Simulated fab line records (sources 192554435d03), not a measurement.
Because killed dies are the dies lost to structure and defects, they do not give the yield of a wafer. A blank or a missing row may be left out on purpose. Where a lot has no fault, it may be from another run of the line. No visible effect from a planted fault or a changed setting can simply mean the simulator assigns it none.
Chamber matching / flow n5_finfet / N5_BEOL_M4_CO_CAP_55 on cvd_co-01: 3 sister chambers
The step material Co, precursor CCTBA/H2, target thk 2 nm, time 102.1 s. 6 wafers are shown with their chamber, then 12 later ones without.

== WAFERS, EACH WITH ITS CHAMBER ==
wafer=L086.1; chamber=0; heater_power_w (W)=216
wafer=L086.3; chamber=1; heater_power_w (W)=244
wafer=L086.4; chamber=0; heater_power_w (W)=220
wafer=L085.2; chamber=1; heater_power_w (W)=243
wafer=L085.3; chamber=2; heater_power_w (W)=253
wafer=L085.4; chamber=2; heater_power_w (W)=250

== WAFERS WHOSE CHAMBER IS MISSING ==
wafer=L092.1; heater_power_w (W)=213
wafer=L092.2; heater_power_w (W)=246
wafer=L092.4; heater_power_w (W)=246
wafer=L091.1; heater_power_w (W)=240
wafer=L091.3; heater_power_w (W)=254
wafer=L091.6; heater_power_w (W)=213
wafer=L093.3; heater_power_w (W)=250
wafer=L093.5; heater_power_w (W)=214
wafer=L093.6; heater_power_w (W)=239
wafer=L095.1; heater_power_w (W)=210
wafer=L095.2; heater_power_w (W)=244
wafer=L095.4; heater_power_w (W)=222

== THE CHAMBER EACH PASSED THROUGH ==
wafer=L092.1; from the rows above=0; in truth=0
wafer=L092.2; from the rows above=can't be placed: 1 or 2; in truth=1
wafer=L092.4; from the rows above=can't be placed: 1 or 2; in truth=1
wafer=L091.1; from the rows above=1; in truth=1
wafer=L091.3; from the rows above=2; in truth=2
wafer=L091.6; from the rows above=0; in truth=0
wafer=L093.3; from the rows above=2; in truth=2
wafer=L093.5; from the rows above=0; in truth=0
wafer=L093.6; from the rows above=1; in truth=1
wafer=L095.1; from the rows above=0; in truth=0
wafer=L095.2; from the rows above=1; in truth=1
wafer=L095.4; from the rows above=0; in truth=0
Correctly placed: 10 of 12. From these rows, 2 cannot be placed; in 2 the true chamber is one of the candidates. Placed wrongly: 0.
How it was worked out, from the rows above alone: a wafer's distance from a chamber is the root of the sum, over the readings, of the square of ((its reading less the chamber's mean) divided by the reading's scatter). The wafer belongs to the nearest chamber; if the next one is less than 2 further off, it can't be placed. Each chamber's mean is taken over the wafers shown for it. The scatter is the square root of a quotient: the sum, over the shown wafers, of each reading's squared deviation from its chamber's mean, divided by wafers minus chambers.
